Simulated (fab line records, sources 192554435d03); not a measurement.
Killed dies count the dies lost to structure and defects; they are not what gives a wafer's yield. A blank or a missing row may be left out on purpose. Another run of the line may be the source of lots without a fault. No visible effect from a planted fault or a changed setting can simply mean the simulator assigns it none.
Chamber matching -- flow n5 finfet -- N5_BEOL_M6_CMP_52 on cmp-01 has 4 sister chambers
The step polishes, stops on SiCOH lowk, t overpolish 6.9 s, target thk 80 nm. 4 wafers are shown with their chamber, then 7 later ones without.

## WAFERS PAIRED WITH THEIR CHAMBERS
wafer,chamber,motor current A (A)
L089.5,0,6.2
L089.6,3,7.9
L091.1,1,6.7
L091.3,2,7.2

## WAFERS WITH NO CHAMBER GIVEN
wafer,motor current A (A)
L091.6,7.3
L095.4,6.4
L095.5,7.8
L095.6,6.4
L097.2,6.5
L097.4,6.2
L097.5,7.0

## WHICH CHAMBER EACH WENT THROUGH
wafer,from the rows above,in truth
L091.6,2,2
L095.4,can't be placed: 0 or 1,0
L095.5,3,3
L095.6,can't be placed: 0 or 1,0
L097.2,can't be placed: 1 or 0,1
L097.4,0,0
L097.5,can't be placed: 2 or 1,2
3 of 7 placed correctly. Unplaceable from these rows: 4, with the true chamber sitting among the candidates in 4. Number placed wrongly: 0.
How it was worked out, from the rows above alone: a wafer's distance from a chamber is the root of the sum, over the readings, of the square of ((its reading less the chamber's mean) divided by the reading's scatter). The wafer belongs to the nearest chamber; if the next one is less than 2 further off, it can't be placed. For every chamber, the mean is computed from those of its wafers that are shown. The scatter: root of mean squared gap, hidden wafer to nearest shown wafer, with one shown wafer a chamber.
